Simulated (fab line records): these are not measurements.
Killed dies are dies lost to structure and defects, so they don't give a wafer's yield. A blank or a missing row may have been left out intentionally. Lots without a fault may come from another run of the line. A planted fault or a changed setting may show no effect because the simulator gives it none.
Split-lot trial || flow n5Finfet || on a route of 1938 steps: 7 lots, 21 wafers read

## THE SPLIT
At N5_BEOL_M9_COAT_22 (resist thk 30 nm), the setting spinRpm was moved away from the recipe's 1500 rpm on 7 of the 21 wafers read, by -11.2% to +7.0%. All remaining wafers had this setting at the recipe value.

## FROM THE SPLIT TO THE READING: what the file shows between them, 2 steps
- N5_BEOL_M9_EBR_24
- N5_BEOL_M9_SOFTBAKE_23: time 60 s

## THE READING
CAR-EUV_of_BEOL_M9_COAT_22.thkNm (the simulator's own value, which no gauge read), in nm, at N5_BEOL_M9_DESCUM_33 (chemistry O2, time 7 s). The file does not state a usual value for it. Across the 14 wafers here that went through the recipe, the average is 26.1 nm and the standard deviation 0.15 nm.

{"wafer": "L076.1", "tool, chamber at the split": "lithoTrack-04, 0", "spinRpm as run, rpm": 1405, "against the recipe": "-6.3%", "CAR-EUV_of_BEOL_M9_COAT_22.thkNm, nm": 27.2, "against lot-mates on the recipe": "+1.0"}
{"wafer": "L076.2", "tool, chamber at the split": "lithoTrack-04, 0", "spinRpm as run, rpm": 1405, "against the recipe": "-6.3%", "CAR-EUV_of_BEOL_M9_COAT_22.thkNm, nm": 27.2, "against lot-mates on the recipe": "+1.0"}
{"wafer": "L076.3", "tool, chamber at the split": "lithoTrack-04, 0", "spinRpm as run, rpm": 1500, "against the recipe": "recipe", "CAR-EUV_of_BEOL_M9_COAT_22.thkNm, nm": 26.2, "against lot-mates on the recipe": "-"}
{"wafer": "L077.1", "tool, chamber at the split": "lithoTrack-01, 0", "spinRpm as run, rpm": 1500, "against the recipe": "recipe", "CAR-EUV_of_BEOL_M9_COAT_22.thkNm, nm": 26.2, "against lot-mates on the recipe": "-"}
{"wafer": "L077.4", "tool, chamber at the split": "lithoTrack-01, 0", "spinRpm as run, rpm": 1332, "against the recipe": "-11.2%", "CAR-EUV_of_BEOL_M9_COAT_22.thkNm, nm": 28, "against lot-mates on the recipe": "+1.7"}
{"wafer": "L077.6", "tool, chamber at the split": "lithoTrack-01, 0", "spinRpm as run, rpm": 1500, "against the recipe": "recipe", "CAR-EUV_of_BEOL_M9_COAT_22.thkNm, nm": 26.4, "against lot-mates on the recipe": "-"}
{"wafer": "L080.2", "tool, chamber at the split": "lithoTrack-01, 0", "spinRpm as run, rpm": 1500, "against the recipe": "recipe", "CAR-EUV_of_BEOL_M9_COAT_22.thkNm, nm": 26, "against lot-mates on the recipe": "-"}
{"wafer": "L080.3", "tool, chamber at the split": "lithoTrack-01, 0", "spinRpm as run, rpm": 1500, "against the recipe": "recipe", "CAR-EUV_of_BEOL_M9_COAT_22.thkNm, nm": 26, "against lot-mates on the recipe": "-"}
{"wafer": "L080.5", "tool, chamber at the split": "lithoTrack-01, 0", "spinRpm as run, rpm": 1500, "against the recipe": "recipe", "CAR-EUV_of_BEOL_M9_COAT_22.thkNm, nm": 26.2, "against lot-mates on the recipe": "-"}
{"wafer": "L083.2", "tool, chamber at the split": "lithoTrack-04, 0", "spinRpm as run, rpm": 1500, "against the recipe": "recipe", "CAR-EUV_of_BEOL_M9_COAT_22.thkNm, nm": 26.2, "against lot-mates on the recipe": "-"}
{"wafer": "L083.4", "tool, chamber at the split": "lithoTrack-04, 0", "spinRpm as run, rpm": 1500, "against the recipe": "recipe", "CAR-EUV_of_BEOL_M9_COAT_22.thkNm, nm": 26.2, "against lot-mates on the recipe": "-"}
{"wafer": "L083.6", "tool, chamber at the split": "lithoTrack-04, 0", "spinRpm as run, rpm": 1500, "against the recipe": "recipe", "CAR-EUV_of_BEOL_M9_COAT_22.thkNm, nm": 26, "against lot-mates on the recipe": "-"}
{"wafer": "L084.2", "tool, chamber at the split": "lithoTrack-03, 0", "spinRpm as run, rpm": 1605, "against the recipe": "+7.0%", "CAR-EUV_of_BEOL_M9_COAT_22.thkNm, nm": 25, "against lot-mates on the recipe": -1.0}
{"wafer": "L084.6", "tool, chamber at the split": "lithoTrack-03, 0", "spinRpm as run, rpm": 1605, "against the recipe": "+7.0%", "CAR-EUV_of_BEOL_M9_COAT_22.thkNm, nm": 25, "against lot-mates on the recipe": -1.0}
{"wafer": "L084.4", "tool, chamber at the split": "lithoTrack-03, 0", "spinRpm as run, rpm": 1500, "against the recipe": "recipe", "CAR-EUV_of_BEOL_M9_COAT_22.thkNm, nm": 26, "against lot-mates on the recipe": "-"}
{"wafer": "L093.1", "tool, chamber at the split": "lithoTrack-01, 0", "spinRpm as run, rpm": 1500, "against the recipe": "recipe", "CAR-EUV_of_BEOL_M9_COAT_22.thkNm, nm": 26.2, "against lot-mates on the recipe": "-"}
{"wafer": "L093.2", "tool, chamber at the split": "lithoTrack-01, 0", "spinRpm as run, rpm": 1342, "against the recipe": "-10.5%", "CAR-EUV_of_BEOL_M9_COAT_22.thkNm, nm": 27.8, "against lot-mates on the recipe": "+1.6"}
{"wafer": "L093.4", "tool, chamber at the split": "lithoTrack-01, 0", "spinRpm as run, rpm": 1342, "against the recipe": "-10.5%", "CAR-EUV_of_BEOL_M9_COAT_22.thkNm, nm": 27.8, "against lot-mates on the recipe": "+1.6"}
{"wafer": "L094.2", "tool, chamber at the split": "lithoTrack-03, 0", "spinRpm as run, rpm": 1500, "against the recipe": "recipe", "CAR-EUV_of_BEOL_M9_COAT_22.thkNm, nm": 26, "against lot-mates on the recipe": "-"}
{"wafer": "L094.3", "tool, chamber at the split": "lithoTrack-03, 0", "spinRpm as run, rpm": 1500, "against the recipe": "recipe", "CAR-EUV_of_BEOL_M9_COAT_22.thkNm, nm": 26, "against lot-mates on the recipe": "-"}
{"wafer": "L094.4", "tool, chamber at the split": "lithoTrack-03, 0", "spinRpm as run, rpm": 1500, "against the recipe": "recipe", "CAR-EUV_of_BEOL_M9_COAT_22.thkNm, nm": 25.8, "against lot-mates on the recipe": "-"}

FIT RESULTS
A straight line over all 21 wafers: CAR-EUV_of_BEOL_M9_COAT_22.thkNm changes by -0.164 nm for each +1% of spinRpm; r = -0.99; the points scatter about the line by 0.13 nm.
The same after taking each lot's own level away (the mean of its wafers on the recipe; 21 wafers): -0.15 nm for each +1%; r = -1.00; scatter 0.075 nm.
That fit puts the effect of the largest move of spinRpm on the reading at 1.7 nm.
From 25.93 to 26.30 nm: that is the span of the lots' own levels, equal to 2.5 times the standard deviation above.
The two slopes agree, so the slope changes little with the lot-to-lot level.
Check: +1.7 nm against its lot-mates is what the line predicts for one of the wafers moved furthest among these (-11.2%) when that wafer is left out of the fit. It came out at +1.7 nm against them.

## OTHER SPLITS APPLIED TO THESE WAFERS
Other splits were also applied to these wafers ahead of the reading. Each is held against what the fit with the lots' levels taken away leaves over:
{"other split on the same wafers": "N5_BEOL_M6_COAT_22 spinRpm", "wafers away from the commonest value": 9, "r with CAR-EUV_of_BEOL_M9_COAT_22.thkNm (lot level and that fit taken away)": "+0.07"}
{"other split on the same wafers": "N5_BEOL_M7_PECVD_70 tempC", "wafers away from the commonest value": 6, "r with CAR-EUV_of_BEOL_M9_COAT_22.thkNm (lot level and that fit taken away)": "+0.07"}
{"other split on the same wafers": "N5_BEOL_M8_COAT_05 spinRpm", "wafers away from the commonest value": 3, "r with CAR-EUV_of_BEOL_M9_COAT_22.thkNm (lot level and that fit taken away)": "+0.02"}
{"other split on the same wafers": "N5_BEOL_M8_ETCH_62 timeS", "wafers away from the commonest value": 6, "r with CAR-EUV_of_BEOL_M9_COAT_22.thkNm (lot level and that fit taken away)": -0.30}
{"other split on the same wafers": "N5_BEOL_M9_ETCH_62 sourceW", "wafers away from the commonest value": 10, "r with CAR-EUV_of_BEOL_M9_COAT_22.thkNm (lot level and that fit taken away)": "+0.09"}

## THE WHOLE CHAIN: every reading that the file lists as answering this split, in the file's order
{"step": "N5_BEOL_M9_COAT_22", "what it does": "resist thk 30 nm", "reading": "CAR-EUV_of_BEOL_M9_COAT_22.thkNm (the simulator's own value, which no gauge read)", "change (the file's fit)": "-0.163 nm for each +1% of the setting", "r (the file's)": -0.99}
{"step": "N5_BEOL_M9_DESCUM_33", "what it does": "chemistry O2, time 7 s", "reading": "CAR-EUV_of_BEOL_M9_COAT_22.thkNm (the simulator's own value, which no gauge read)", "change (the file's fit)": "-0.151 nm for each +1% of the setting", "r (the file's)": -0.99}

## THE FILE'S OWN FIT
CAR-EUV_of_BEOL_M9_COAT_22.thkNm changes by -0.151 nm for each +1% of spinRpm, r = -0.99.
